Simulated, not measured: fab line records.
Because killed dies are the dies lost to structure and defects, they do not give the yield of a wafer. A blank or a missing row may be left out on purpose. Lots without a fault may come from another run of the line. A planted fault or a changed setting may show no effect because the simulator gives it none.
Matching of chambers + flow n5_finfet + N5_BEOL_M1_ALD_98 on ald_sin-02: 4 sister chambers
The step deposits SiO2, target thk 2.5 nm, pulse time 1 s, co reactant pulse time 1 s. 20 wafers are shown with their chamber, then 10 later ones without.

## EACH WAFER AND ITS CHAMBER
| wafer  | chamber | heater_power_w (W) | precursor_pulse_height_rel |
|--------|---------|--------------------|----------------------------|
| L074.3 | 0       | 69                 | 1.032                      |
| L074.5 | 2       | 81                 | 1.038                      |
| L074.6 | 3       | 79                 | 0.988                      |
| L076.1 | 0       | 67                 | 0.994                      |
| L076.4 | 3       | 79                 | 1.012                      |
| L076.5 | 2       | 82                 | 0.983                      |
| L081.1 | 1       | 79                 | 1.013                      |
| L081.2 | 0       | 70                 | 0.998                      |
| L081.5 | 0       | 68                 | 1.016                      |
| L083.2 | 1       | 76                 | 0.954                      |
| L083.4 | 0       | 67                 | 0.998                      |
| L083.6 | 1       | 79                 | 1.014                      |
| L084.2 | 2       | 80                 | 0.990                      |
| L084.3 | 0       | 70                 | 0.984                      |
| L084.4 | 3       | 82                 | 1.005                      |
| L086.2 | 3       | 82                 | 0.964                      |
| L086.3 | 2       | 82                 | 1.019                      |
| L086.5 | 3       | 83                 | 0.981                      |
| L085.1 | 3       | 81                 | 1.029                      |
| L085.2 | 0       | 68                 | 0.986                      |

SIGNATURES, as means of the wafers listed above
| reading                    | chamber 0 | chamber 1 | chamber 2 | chamber 3 | scatter within a chamber |
|----------------------------|-----------|-----------|-----------|-----------|--------------------------|
| heater_power_w             | 68.43     | 78.00     | 81.25     | 81.00     | 1.42                     |
| precursor_pulse_height_rel | 1.00114   | 0.99367   | 1.00750   | 0.99650   | 0.0235                   |
Rule: distance of a wafer from a chamber = root of the sum over the readings of ((wafer's reading minus chamber's mean) / reading's scatter) squared. The wafer belongs to the nearest chamber; if the next one is less than 2 further off, it can't be placed. How the scatter is found: for the shown wafers, subtract from each reading the mean of its chamber, square and add these, divide the total by (wafers less chambers), then take the root.

## WAFERS MISSING THEIR CHAMBER
| wafer  | heater_power_w (W) | precursor_pulse_height_rel |
|--------|--------------------|----------------------------|
| L085.5 | 80                 | 1.012                      |
| L091.1 | 80                 | 1.012                      |
| L091.5 | 68                 | 1.025                      |
| L091.6 | 81                 | 0.995                      |
| L093.1 | 82                 | 1.006                      |
| L093.4 | 81                 | 0.992                      |
| L093.6 | 80                 | 0.988                      |
| L095.3 | 79                 | 0.991                      |
| L095.5 | 79                 | 1.007                      |
| L095.6 | 68                 | 0.977                      |

## THE CHAMBER EACH PASSED THROUGH
| wafer  | from the rows above          | in truth |
|--------|------------------------------|----------|
| L085.5 | can't be placed: 2 or 3 or 1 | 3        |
| L091.1 | can't be placed: 2 or 3 or 1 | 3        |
| L091.5 | 0                            | 0        |
| L091.6 | can't be placed: 3 or 2      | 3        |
| L093.1 | can't be placed: 2 or 3      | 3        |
| L093.4 | can't be placed: 3 or 2 or 1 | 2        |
| L093.6 | can't be placed: 3 or 2 or 1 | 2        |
| L095.3 | can't be placed: 1 or 3 or 2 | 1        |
| L095.5 | can't be placed: 1 or 3 or 2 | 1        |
| L095.6 | 0                            | 0        |
2 of 10 placed correctly. Not placeable from these rows: 8 (in 8, the candidates include the true chamber). 0 placed wrongly.
